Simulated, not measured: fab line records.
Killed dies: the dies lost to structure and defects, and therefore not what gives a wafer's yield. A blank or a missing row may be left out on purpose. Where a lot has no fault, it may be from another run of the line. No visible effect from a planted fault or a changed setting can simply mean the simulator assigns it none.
Matching of chambers || flow n5 finfet || 4 sister chambers for N5_BEOL_M11_STRIP_36 on rie diel-02
The step strips in N2/H2. 4 wafers are shown with their chamber, then 7 later ones without.

WAFERS PAIRED WITH THEIR CHAMBERS
{"wafer": "L079.4", "chamber": 3, "drypump motor current A (A)": 5.4}
{"wafer": "L089.6", "chamber": 0, "drypump motor current A (A)": 5.4}
{"wafer": "L091.1", "chamber": 2, "drypump motor current A (A)": 6.4}
{"wafer": "L091.2", "chamber": 1, "drypump motor current A (A)": 5.7}

WAFERS MISSING THEIR CHAMBER
{"wafer": "L091.6", "drypump motor current A (A)": 6.5}
{"wafer": "L095.1", "drypump motor current A (A)": 5.4}
{"wafer": "L095.4", "drypump motor current A (A)": 6.4}
{"wafer": "L095.5", "drypump motor current A (A)": 5.4}
{"wafer": "L097.1", "drypump motor current A (A)": 5.7}
{"wafer": "L097.2", "drypump motor current A (A)": 5.4}
{"wafer": "L097.6", "drypump motor current A (A)": 5.7}

CHAMBER TAKEN BY EACH
{"wafer": "L091.6", "from the rows above": 2, "in truth": 2}
{"wafer": "L095.1", "from the rows above": "can't be placed: 0 or 3", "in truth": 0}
{"wafer": "L095.4", "from the rows above": 2, "in truth": 2}
{"wafer": "L095.5", "from the rows above": "can't be placed: 0 or 3", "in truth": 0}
{"wafer": "L097.1", "from the rows above": 1, "in truth": 1}
{"wafer": "L097.2", "from the rows above": "can't be placed: 0 or 3", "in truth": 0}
{"wafer": "L097.6", "from the rows above": 1, "in truth": 1}
4 of 7 placed correctly. Not placeable from these rows: 3 (in 3, the candidates include the true chamber). Placed wrongly: 0.
How it was worked out, from the rows above alone: a wafer's distance from a chamber is the root of the sum, over the readings, of the square of ((its reading less the chamber's mean) divided by the reading's scatter). If the next closest chamber is less than 2 further off than the closest, the wafer can't be placed; otherwise it belongs to the closest. Each chamber's mean is taken over the wafers shown for it. The scatter: with one shown wafer a chamber, the root of the mean of the squares of how far each hidden wafer lies from its nearest shown one.
